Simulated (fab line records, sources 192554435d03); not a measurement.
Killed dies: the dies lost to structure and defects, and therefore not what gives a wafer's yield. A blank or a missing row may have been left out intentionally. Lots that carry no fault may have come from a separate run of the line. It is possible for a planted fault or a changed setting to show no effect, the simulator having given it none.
8D (eight disciplines) problem report, filled in by code | flow n5Finfet | the parts of the form that need people (team, actions taken, sign-off) are left out

1. WHAT WENT WRONG
killed_at_M4_up at N5_PASSIVATION_PROBE_49 reads a mean of 151 on 3 wafers of 2 lots; wafers without a fault read 14 with a standard deviation of 5.6. That is +25 standard deviations from the usual mean.
Earliest sighting: wafer L885.2 on prober-02 at day 18 04:53. Wafers with a number at this step in the record: 9, from 3 lots. By rule, "out" or "out of limits" means more than 4 standard deviations away from the usual mean. All remaining wafers that have a number are taken as sound.

2. WHAT IT IS, WHAT IT ISN'T
question                    | is                                                                              | is not
which readings at this step | killed_at_M4_up, defectLimitedYield, killedDies, sort_bin_5_function, sortNPass | killed_at_M0_to_M3, killedAtContacts, killedAtFrontEnd, killedAtOther, killedOpen, killedShort, sort_bin_8_speed
which lots                  | L885, L887                                                                      | L876
which wafers of those lots  | L885.2, L885.6, L887.3                                                          | L885.3, L887.5, L887.6
read on which tools         | prober-01, prober-02                                                            | -
when                        | from day 18 04:53                                                               | up to then (3 sound wafers); but 3 sound wafers of L885, L887 came after

3. SUSPECTS, AND WHAT RULES EACH OUT
Counting: if a tool at a process step up to the reading ran every lot that is out, it stays a suspect. Sound lots after the first of them don't rule it out here, since some wafers of a struck lot are sound.
- rieDiel-06 at N5_BEOL_M8_STRIP_36 (strips in N2/H2): kept. It ran every lot that is out, first L885 (day 15 09:28).
- rieDiel-03 at N5_MIM_BOT_ETCH_ETCH_04 (etches SiNx in CF4/O2, target depth 26 nm, time 13 s): kept. It ran every lot that is out, first L885 (day 17 20:27).
- In rieDiel-06 at N5_BEOL_M8_STRIP_36, the wafers that are out were processed in chamber 0 and their sound lot-mates in chambers 2, 3.
Remaining after the count are rieDiel-06 at N5_BEOL_M8_STRIP_36 and rieDiel-03 at N5_MIM_BOT_ETCH_ETCH_04.

4. THE CAUSE (what the simulator had put in)
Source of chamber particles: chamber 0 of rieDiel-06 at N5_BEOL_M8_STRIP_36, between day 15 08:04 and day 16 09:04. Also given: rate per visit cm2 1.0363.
Of the 2 suspects that counting leaves, this tool is one.

5. THE EFFECT CHAIN, in route order
One row per reading whose mean, taken over the struck wafers that have a number, lies over 3 standard deviations from the usual. Only readings for which the record gives a usual standard deviation are gone through. hours: the time from each lot's start at the first step in this table that gives one to its start at this step, as a median over the lots. sigmas: the change in usual standard deviations.
hours | step                    | reading             | usual  | on struck wafers | change | sigmas
0     | N5_PASSIVATION_PROBE_49 | defectLimitedYield  | 91.2 % | 80.9             | -10.3  | -7.3
0     | N5_PASSIVATION_PROBE_49 | killed_at_M4_up     | 14     | 151              | +137   | +25
0     | N5_PASSIVATION_PROBE_49 | killedDies          | 103    | 225              | +122   | +7.2
0     | N5_PASSIVATION_PROBE_49 | sort_bin_5_function | 5.1 %  | 12.2             | +7.1   | +7.7
0     | N5_PASSIVATION_PROBE_49 | sortNPass           | 1077   | 955              | -122   | -7.2
Process steps it contains:
- N5_PASSIVATION_PROBE_49

6. WHAT WOULD HAVE CAUGHT IT SOONER
In this record no reading fell out of limits until day 18 04:53, 69 hours after the fault had begun at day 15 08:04.
No tool reading at N5_BEOL_M8_STRIP_36 that has a usual standard deviation in the record was out on any struck wafer, so an alarm limit of 4 standard deviations on those readings would not have fired.
Each of the lots that are out, 2 in all, had begun N5_BEOL_M8_STRIP_36 on rieDiel-06 no later than day 18 04:53. Tool hold at that time: it would have spared none of them.
